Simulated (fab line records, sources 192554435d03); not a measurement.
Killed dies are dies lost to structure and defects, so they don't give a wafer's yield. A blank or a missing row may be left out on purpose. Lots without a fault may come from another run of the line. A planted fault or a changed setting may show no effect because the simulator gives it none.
fab line records | flow n5_finfet | part 2 of 2: steps 5 to 6 of 6
record lots=20 wafers=60 last_day=17
route steps=1938 shown MOL_CONTACT_COAG@607 BEOL_M0_SAQP@667
lots that met no fault: from a run of the same line without faults
start_h: hours from the record's first day to the start of the lot's first wafer shown | wait_h: hours since the lot's step before | " the same as in the row above | L1.1+2: a row that stands for several wafers | - no value, or no start given | * or withheld: withheld | < > ~ a bound
route shown NAME@n: a module of which the file shows steps, and the number in the route of the first | usual: mean/standard deviation of fault-free wafers | same: alike in all rows | chamber/n: place in a boat | sites: the reading at each site | _std_site: their standard deviation | _edge_site: outer sites' mean less inner sites' | radius_mm: how far each site lies from the wafer's centre | mask NAME#n: copy n | behind: the tool/chamber that last shaped the wafer | hold: why the lot was held/for how many hours/how that ended | device: the transistor (n, p or np) that didn't switch | end of line: the same wafers' tests at the end of the route | a step without rows: its recipe alone | killed: dies lost to structure and defects at the first sort, not the wafer's yield | map: a wafer's dies, x killed, . not, _ none there
set.NAME: the setting as run; set.NAME@STEP: as run at that earlier step | model.NAME: the simulator's own value behind a step, which no gauge read
steps of the route over a sample of lots; a table a step, a row a wafer
services: from which hour (start_h, from the record's first day; less than 0 if before it) a tool's chamber was out of use, for how many hours, and why
## steps
# step N5_BEOL_M0_SAQP_ETCH_101
# recipe chemistry=CH3F/O2 target=SiNx mask_material=SiO2 target_depth_a=299 time_s=42.7 pressure_mtorr=30 source_w=395 bias_w=73 Ar_flow_sccm=150 CH3F_flow_sccm=30 O2_flow_sccm=20 ion_energy_ev=120
# usual CH3F_flow_sccm=30.02/0.094 drypump_motor_current_A=5.8/0.48 oes_ar_750_au=0.79/0.084 oes_product_au=0.79/0.086 rf_vpp_V=297/6.3 showerhead_plenum_p_Torr=2.03/0.062 throttle_valve_pct=16.3/0.32
# same time_s=42.7
# columns lot.wafer tool chamber start_h wait_h CH3F_flow_sccm drypump_motor_current_A oes_ar_750_au oes_product_au rf_hours_counter_h rf_vpp_V showerhead_plenum_p_Torr throttle_valve_pct
L074.1 rie_diel-02 2 112.85 0.0 30.01 6.6 0.96 0.97 1 304 2.05 15.8
L074.3 " 3 " " 29.88 6.6 0.96 0.97 9 303 2.14 16.2
L074.6 " 3 " " 29.97 6.6 0.96 0.97 - 302 2.14 16.2
L075.1 rie_diel-02 0 121.85 0.0 30.04 5.1 0.72 0.72 181 300 1.99 16.7
L075.4 " 3 " " 29.90 6.6 0.95 0.95 12 301 2.14 16.2
L075.5 " 2 " " 30.03 6.6 0.94 0.96 - 304 2.05 15.7
L077.1 rie_diel-03 3 140.01 0.0 30.14 5.6 0.93 0.92 19 289 2.14 16.0
L077.2 " 0 " " 30.02 5.9 0.76 0.77 148 295 2.01 16.4
L077.4 " 1 " " 29.97 6.0 0.77 0.76 154 285 1.91 16.5
L078.1 rie_diel-04 3 143.64 0.0 29.92 5.7 0.72 0.70 238 295 2.04 16.1
L078.2 " 2 " " 30.01 5.7 0.74 0.75 139 305 2.09 16.7
L078.6 " 1 " " 30.02 6.3 0.74 0.74 - 305 2.07 16.1
L079.1 rie_diel-04 2 148.96 0.0 30.19 5.7 0.73 0.75 141 306 2.09 16.7
L079.3 " 3 " " 29.88 5.7 0.72 0.69 240 296 2.04 16.1
L079.5 " 3 " " 29.92 5.7 0.71 0.70 - 295 2.04 16.1
L080.2 rie_diel-04 1 151.62 0.0 30.18 6.3 0.74 0.75 180 304 2.07 16.1
L080.3 " 3 " " 29.93 5.8 0.71 0.71 241 295 2.04 16.2
L080.4 " 2 " " 30.07 5.7 0.74 0.76 142 306 2.09 16.7
L081.1 rie_diel-03 0 154.52 0.0 29.84 5.9 0.76 0.76 153 295 2.00 16.4
L081.3 " 3 " " 30.14 5.7 0.92 0.90 25 290 2.13 16.1
L081.6 " 3 " " 30.08 5.6 0.92 0.90 - 289 2.13 16.1
L082.2 rie_diel-02 0 157.61 0.0 29.99 5.1 0.71 0.71 192 300 1.98 16.7
L082.3 " 3 " " 30.01 6.5 0.93 0.93 22 301 2.13 16.2
L082.6 " 1 " " 29.91 5.4 0.86 0.86 - 296 2.02 15.9
L084.1 rie_diel-03 1 171.24 0.0 30.21 6.0 0.76 0.75 164 284 1.91 16.5
L084.2 " 2 " " 30.16 5.1 0.79 0.79 100 291 2.01 16.5
L084.5 " 1 " " 30.13 6.0 0.76 0.74 - 285 1.91 16.5
L085.2 rie_diel-02 2 178.58 0.4 29.88 6.6 0.88 0.90 22 305 2.04 15.8
L085.5 " 3 " " 30.08 6.6 0.91 0.91 - 302 2.13 16.2
L085.6 " 0 " " 29.96 5.1 0.70 0.70 - 300 1.98 16.7
L086.1 rie_diel-03 1 183.46 0.0 30.05 6.0 0.75 0.74 170 285 1.91 16.5
L086.2 " 0 " " 30.02 5.9 0.75 0.76 164 295 2.00 16.4
L086.5 " 0 " " 30.03 5.9 0.75 0.75 - 295 2.00 16.4
L087.2 rie_diel-02 2 186.38 0.0 30.04 6.6 0.88 0.90 25 302 2.04 15.8
L087.4 " 3 " " 29.96 6.6 0.91 0.91 32 302 2.13 16.2
L087.6 " 3 " " 29.84 6.6 0.91 0.90 - 301 2.13 16.2
L088.1 rie_diel-04 1 191.56 0.0 30.10 6.3 0.73 0.74 194 304 2.07 16.1
L088.5 " 1 " " 30.03 6.3 0.72 0.73 - 304 2.07 16.1
L088.6 " 0 " " 30.00 5.6 0.72 0.73 - 299 2.00 16.8
L089.2 rie_diel-03 2 203.21 0.0 29.99 5.0 0.79 0.79 111 294 2.01 16.5
L089.4 " 0 " " 30.09 5.9 0.75 0.75 170 295 2.00 16.4
L089.6 " 3 " " 30.01 5.7 0.89 0.87 - 288 2.13 16.1
L090.1 rie_diel-02 3 210.71 0.2 30.02 6.6 0.90 0.91 38 303 2.13 16.2
L090.2 " 1 " " 30.10 5.4 0.83 0.84 73 296 2.02 16.0
L090.6 " 3 " " 29.96 6.6 0.90 0.90 - 302 2.13 16.2
L091.4 rie_diel-04 0 214.93 0.0 29.91 5.6 0.72 0.72 194 299 2.00 16.8
L091.5 " 2 " " 29.91 5.7 0.72 0.73 - 303 2.08 16.7
L091.6 " 3 " " 29.98 5.7 0.98 1.00 - 296 2.03 15.7
L092.1 rie_diel-03 0 219.71 0.0 29.93 5.9 0.75 0.75 174 295 2.00 16.4
L092.2 " 1 " " 29.97 6.0 0.75 0.74 181 284 1.90 16.5
L092.4 " 2 " " 30.08 5.0 0.79 0.79 115 294 2.01 16.5
L093.1 rie_diel-03 1 226.07 0.1 30.10 6.0 0.74 0.73 183 283 1.90 16.6
L093.3 " 0 " " 29.94 5.9 0.74 0.74 176 296 2.00 16.4
L093.4 " 3 " " 30.03 5.6 0.88 0.86 49 288 2.13 16.1
L095.2 rie_diel-04 3 240.42 0.0 30.31 5.7 0.97 0.98 12 297 2.03 15.7
L095.4 " 2 " " 30.01 5.7 0.71 0.73 171 305 2.08 16.7
L095.5 " 1 " " 29.97 6.3 0.72 0.72 - 306 2.06 16.1
L096.1 rie_diel-03 2 243.72 0.0 29.97 5.0 0.78 0.78 121 291 2.01 16.5
L096.4 " 1 " " 30.01 6.0 0.74 0.73 188 285 1.90 16.5
L096.5 " 2 " " 30.15 5.0 0.78 0.77 - 293 2.01 16.5
# step N5_BEOL_M0_SAQP_RECESS_109
# recipe chemistry=HF/NH3 target=SiO2 target_depth_a=30 afs_cycles=1 temp_c=30 sublimation_temp_c=180 sublimation_time_s=60
# usual drypump_motor_current_A=5.8/0.34 foreline_p_Torr=0.1280/0.00036
# columns lot.wafer tool chamber start_h wait_h drypump_motor_current_A foreline_p_Torr
L074.1 vapor_etch-01 1 113.67 0.0 5.6 0.1283
L074.3 " 1 " " 5.6 0.1287
L074.6 " 0 " " 5.5 0.1278
L075.1 vapor_etch-01 1 122.68 0.0 5.6 0.1278
L075.4 " 0 " " 5.4 0.1279
L075.5 " 0 " " 5.4 0.1277
L077.1 vapor_etch-02 1 140.85 0.0 6.0 0.1281
L077.2 " 0 " " 6.3 0.1281
L077.4 " 1 " " 6.0 0.1282
L078.1 vapor_etch-02 1 144.47 0.0 6.0 0.1280
L078.2 " 0 " " 6.3 0.1277
L078.6 " 1 " " 6.0 0.1276
L079.1 vapor_etch-01 0 149.90 0.0 5.4 0.1279
L079.3 " 1 " " 5.6 0.1287
L079.5 " 1 " " 5.7 0.1281
L080.2 vapor_etch-01 0 152.48 0.0 5.5 0.1278
L080.3 " 0 " " 5.4 0.1283
L080.4 " 1 " " 5.6 0.1284
L081.1 vapor_etch-01 0 155.35 0.0 5.5 0.1281
L081.3 " 1 " " 5.6 0.1276
L081.6 " 1 " " 5.6 0.1283
L082.2 vapor_etch-02 0 158.44 0.0 6.3 0.1281
L082.3 " 0 " " 6.3 0.1284
L082.6 " 0 " " 6.3 0.1282
L084.1 vapor_etch-02 0 172.26 0.1 6.3 0.1280
L084.2 " 1 " " 6.0 0.1280
L084.5 " 1 " " 6.0 0.1276
L085.2 vapor_etch-02 0 179.41 0.0 6.3 0.1278
L085.5 " 0 " " 6.3 0.1284
L085.6 " 1 " " 6.0 0.1283
L086.1 vapor_etch-02 1 184.31 0.0 6.0 0.1279
L086.2 " 0 " " 6.4 0.1272
L086.5 " 0 " " 6.3 0.1276
L087.2 vapor_etch-01 1 187.24 0.0 5.6 0.1278
L087.4 " 0 " " 5.4 0.1279
L087.6 " 1 " " 5.6 0.1287
L088.1 vapor_etch-02 0 192.42 0.0 6.3 0.1280
L088.5 " 0 " " 6.3 0.1280
L088.6 " 1 " " 6.0 0.1283
L089.2 vapor_etch-02 0 204.15 0.2 6.3 0.1277
L089.4 " 1 " " 6.0 0.1281
L089.6 " 1 " " 6.0 0.1281
L090.1 vapor_etch-02 0 211.63 0.0 6.3 0.1288
L090.2 " 1 " " 6.0 0.1277
L090.6 " 1 " " 6.0 0.1276
L091.4 vapor_etch-02 1 215.80 0.1 6.0 0.1284
L091.5 " 0 " " 6.3 0.1283
L091.6 " 1 " " 6.1 0.1280
L092.1 vapor_etch-01 1 220.54 0.0 5.6 0.1270
L092.2 " 0 " " 5.5 0.1276
L092.4 " 1 " " 5.7 0.1273
L093.1 vapor_etch-01 0 226.94 0.0 5.4 0.1281
L093.3 " 1 " " 5.6 0.1284
L093.4 " 0 " " 5.4 0.1282
L095.2 vapor_etch-01 1 241.73 0.5 5.6 0.1281
L095.4 " 0 " " 5.4 0.1280
L095.5 " 1 " " 5.6 0.1284
L096.1 vapor_etch-01 1 244.56 0.0 5.6 0.1279
L096.4 " 0 " " 5.4 0.1282
L096.5 " 0 " " 5.4 0.1278
## services
# columns tool chamber start_h hours kind
ald_sin-02 - 85.25 14.0 pm
ald_sin-01 - 93.35 1.7 repair
ald_sin-02 - 113.32 0.2 repair
rie_diel-06 2 130.51 8.3 repair
rie_diel-05 1 139.24 - clean
rie_diel-05 1 139.24 - consumable_replace:focus_ring
rie_diel-05 1 139.24 - consumable_replace:showerhead
rie_diel-06 3 159.99 6.8 repair
rie_diel-03 - 163.99 0.5 repair
rie_diel-03 2 175.88 5.3 repair
ald_sin-04 - 176.75 14.0 pm
rie_diel-02 3 190.09 4.6 repair
ald_sin-01 1 204.48 3.9 repair
rie_diel-06 1 211.69 - clean
rie_diel-06 1 211.69 - consumable_replace:focus_ring
rie_diel-06 1 211.69 15.6 scheduled_down
rie_diel-06 1 211.69 15.6 vent_cycle
ald_sin-04 3 217.49 9.3 repair
rie_diel-05 1 221.26 6.6 repair
rie_diel-01 2 235.67 - clean
rie_diel-01 2 235.67 - consumable_replace:focus_ring
rie_diel-01 2 235.67 13.8 scheduled_down
rie_diel-01 2 235.67 13.8 vent_cycle
rie_diel-03 0 236.50 2.5 repair
